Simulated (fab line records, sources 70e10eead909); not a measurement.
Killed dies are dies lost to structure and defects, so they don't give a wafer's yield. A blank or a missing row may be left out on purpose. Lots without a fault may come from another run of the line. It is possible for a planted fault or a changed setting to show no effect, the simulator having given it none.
Matching of chambers ; flow nand_harc ; rie_diel-07 running NHARC_A_CONTACT_DESCUM_47: 4 sister chambers
The step chemistry O2, time 3 s. 14 wafers are shown with their chamber, then 7 later ones without.

## WAFERS, EACH WITH ITS CHAMBER
wafer;chamber;drypump_motor_current_A (A);showerhead_plenum_p_Torr (Torr);oes_product_au (a.u.)
L077.1;1;6.4;1.97;0.994
L077.3;2;6.7;1.88;0.994
L077.5;3;5.4;2.04;0.995
L081.2;2;6.8;1.87;0.992
L081.5;3;5.4;2.04;0.988
L081.6;0;5.3;2.08;1.020
L086.3;3;5.4;2.03;0.982
L086.4;2;6.8;1.87;0.985
L086.6;2;6.7;1.87;0.995
L089.3;3;5.4;2.03;0.990
L089.4;1;6.3;1.96;1.017
L089.5;0;5.3;2.07;1.015
L090.1;1;6.4;1.96;1.020
L090.3;0;5.3;2.07;1.022

SIGNATURES (averages over the wafers above)
reading;chamber 0;chamber 1;chamber 2;chamber 3;scatter within a chamber
drypump_motor_current_A;5.300;6.367;6.750;5.400;0.0408
showerhead_plenum_p_Torr;2.0733;1.9633;1.8725;2.0350;0.00555
oes_product_au;1.01900;1.01033;0.99150;0.98875;0.00761
Rule: distance of a wafer from a chamber = root of the sum over the readings of ((wafer's reading minus chamber's mean) / reading's scatter) squared. If the next closest chamber is less than 2 further off than the closest, the wafer can't be placed; otherwise it belongs to the closest. The scatter is the square root of a quotient: the sum, over the shown wafers, of each reading's squared deviation from its chamber's mean, divided by wafers minus chambers.

## WAFERS WITHOUT THEIR CHAMBER
wafer;drypump_motor_current_A (A);showerhead_plenum_p_Torr (Torr);oes_product_au (a.u.)
L090.4;6.8;1.87;0.983
L096.1;6.4;1.96;1.031
L096.3;5.3;2.07;1.017
L096.5;5.4;2.03;1.001
L093.2;5.4;2.03;0.995
L093.4;6.3;1.96;1.020
L093.5;5.3;2.07;1.004

## WHICH CHAMBER EACH ONE RAN IN
wafer;from the rows above;in truth
L090.4;2;2
L096.1;1;1
L096.3;0;0
L096.5;3;3
L093.2;3;3
L093.4;1;1
L093.5;0;0
Placed correctly: 7 of 7. Number that these rows cannot place: 0. Wrongly placed: 0.
